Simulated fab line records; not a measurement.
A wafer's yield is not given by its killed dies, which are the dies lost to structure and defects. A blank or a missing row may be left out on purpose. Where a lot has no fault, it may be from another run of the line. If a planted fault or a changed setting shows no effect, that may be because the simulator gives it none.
Chamber matching -- flow n5-finfet -- N5_BEOL_M5_ETCH_67 on rie-diel-04: 4 sister chambers
The step etches SiARC in CF4, target depth 15.6 nm, time 26 s. 16 wafers are shown with their chamber, then 8 later ones without.

== WAFERS WITH THEIR CHAMBER ==
wafer,chamber,drypump-motor-current-A (A),showerhead-plenum-p-Torr (Torr),throttle-valve-pct (%)
L075.1,2,4.7,2.22,15.47
L075.2,3,6.0,2.06,15.59
L075.5,0,6.3,2.13,15.55
L076.2,1,5.4,2.09,15.86
L076.4,2,4.8,2.22,15.47
L076.5,3,6.0,2.05,15.60
L080.2,3,6.0,2.05,15.60
L080.5,1,5.4,2.09,15.89
L080.6,0,6.2,2.13,15.58
L081.1,1,5.4,2.09,15.89
L081.2,0,6.3,2.12,15.56
L081.3,3,6.0,2.05,15.62
L087.1,3,6.0,2.05,15.63
L087.4,2,4.8,2.21,15.53
L087.5,2,4.8,2.21,15.52
L088.2,2,4.8,2.21,15.53

SIGNATURES, as means of the wafers listed above
reading,chamber 0,chamber 1,chamber 2,chamber 3,scatter within a chamber
drypump-motor-current-A,6.267,5.400,4.780,6.000,0.035
showerhead-plenum-p-Torr,2.1267,2.0900,2.2140,2.0520,0.00471
throttle-valve-pct,15.5633,15.8800,15.5040,15.6080,0.0225
Rule: for a wafer and a chamber, the distance is found by dividing, reading by reading, the gap between the wafer's reading and the chamber's mean by the reading's scatter, squaring, summing and taking the root. The wafer belongs to the nearest chamber; if the next one is less than 2 further off, it can't be placed. The scatter: the root of (the sum of the squares of (reading less its chamber's mean) over the shown wafers, divided by (wafers less chambers)).

== WAFERS WITH NO CHAMBER GIVEN ==
wafer,drypump-motor-current-A (A),showerhead-plenum-p-Torr (Torr),throttle-valve-pct (%)
L088.3,6.3,2.12,15.63
L088.5,6.0,2.05,15.63
L090.1,5.4,2.08,15.88
L090.2,4.7,2.21,15.55
L090.3,6.0,2.05,15.63
L095.1,6.3,2.12,15.63
L095.2,6.0,2.05,15.66
L095.3,4.8,2.21,15.55

== WHICH CHAMBER EACH WENT THROUGH ==
wafer,from the rows above,in truth
L088.3,0,0
L088.5,3,3
L090.1,1,1
L090.2,2,2
L090.3,3,3
L095.1,0,0
L095.2,3,3
L095.3,2,2
Placed correctly: 8 of 8. Left unplaced by these rows: 0. Number placed wrongly: 0.
